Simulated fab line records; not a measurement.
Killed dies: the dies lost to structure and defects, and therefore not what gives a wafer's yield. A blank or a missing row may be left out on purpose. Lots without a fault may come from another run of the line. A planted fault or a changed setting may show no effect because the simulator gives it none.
Matching of chambers + flow n5_finfet + N5_DUMMY_GATE_ETCH_42 on rie_diel-01 has 4 sister chambers
The step etches SiO2 in CHF3/O2, target depth 3.5 nm, time 31 s. 14 wafers are shown with their chamber, then 7 later ones without.

WAFERS WITH THEIR CHAMBER
| wafer  | chamber | showerhead_plenum_p_Torr (Torr) | oes_product_au (a.u.) | throttle_valve_pct (%) |
|--------|---------|---------------------------------|-----------------------|------------------------|
| L075.3 | 3       | 2.31                            | 0.75                  | 18.67                  |
| L075.4 | 0       | 2.46                            | 0.70                  | 19.04                  |
| L075.6 | 0       | 2.46                            | 0.71                  | 19.06                  |
| L079.1 | 0       | 2.46                            | 0.70                  | 19.07                  |
| L079.3 | 3       | 2.31                            | 0.74                  | 18.66                  |
| L079.5 | 0       | 2.46                            | 0.70                  | 19.05                  |
| L083.3 | 0       | 2.45                            | 0.70                  | 19.08                  |
| L083.4 | 1       | 2.46                            | 0.92                  | 18.42                  |
| L083.5 | 2       | 2.41                            | 0.75                  | 18.87                  |
| L086.2 | 0       | 2.45                            | 0.69                  | 19.07                  |
| L086.3 | 1       | 2.46                            | 0.92                  | 18.40                  |
| L086.5 | 0       | 2.45                            | 0.69                  | 19.06                  |
| L089.1 | 3       | 2.31                            | 0.74                  | 18.70                  |
| L089.5 | 3       | 2.31                            | 0.73                  | 18.69                  |

SIGNATURES (means of the wafers above)
| reading                  | chamber 0 | chamber 1 | chamber 2 | chamber 3 | scatter within a chamber |
|--------------------------|-----------|-----------|-----------|-----------|--------------------------|
| showerhead_plenum_p_Torr | 2.4557    | 2.4600    | 2.4100    | 2.3100    | 0.00414                  |
| oes_product_au           | 0.6986    | 0.9200    | 0.7500    | 0.7400    | 0.00697                  |
| throttle_valve_pct       | 19.0614   | 18.4100   | 18.8700   | 18.6800   | 0.0151                   |
Rule: for a wafer and a chamber, the distance is found by dividing, reading by reading, the gap between the wafer's reading and the chamber's mean by the reading's scatter, squaring, summing and taking the root. The wafer belongs to the nearest chamber; if the next one is less than 2 further off, it can't be placed. The scatter is the square root of a quotient: the sum, over the shown wafers, of each reading's squared deviation from its chamber's mean, divided by wafers minus chambers.

WAFERS WITHOUT THEIR CHAMBER
| wafer  | showerhead_plenum_p_Torr (Torr) | oes_product_au (a.u.) | throttle_valve_pct (%) |
|--------|---------------------------------|-----------------------|------------------------|
| L089.6 | 2.41                            | 0.74                  | 18.88                  |
| L090.2 | 2.45                            | 0.69                  | 19.08                  |
| L090.5 | 2.46                            | 0.91                  | 18.42                  |
| L090.6 | 2.31                            | 0.73                  | 18.70                  |
| L092.1 | 2.31                            | 0.73                  | 18.71                  |
| L092.3 | 2.45                            | 0.69                  | 19.09                  |
| L092.4 | 2.46                            | 0.89                  | 18.43                  |

EACH ONE'S CHAMBER
| wafer  | from the rows above | in truth |
|--------|---------------------|----------|
| L089.6 | 2                   | 2        |
| L090.2 | 0                   | 0        |
| L090.5 | 1                   | 1        |
| L090.6 | 3                   | 3        |
| L092.1 | 3                   | 3        |
| L092.3 | 0                   | 0        |
| L092.4 | 1                   | 1        |
Placed correctly: 7 of 7. Left unplaced by these rows: 0. Wrongly placed: 0.
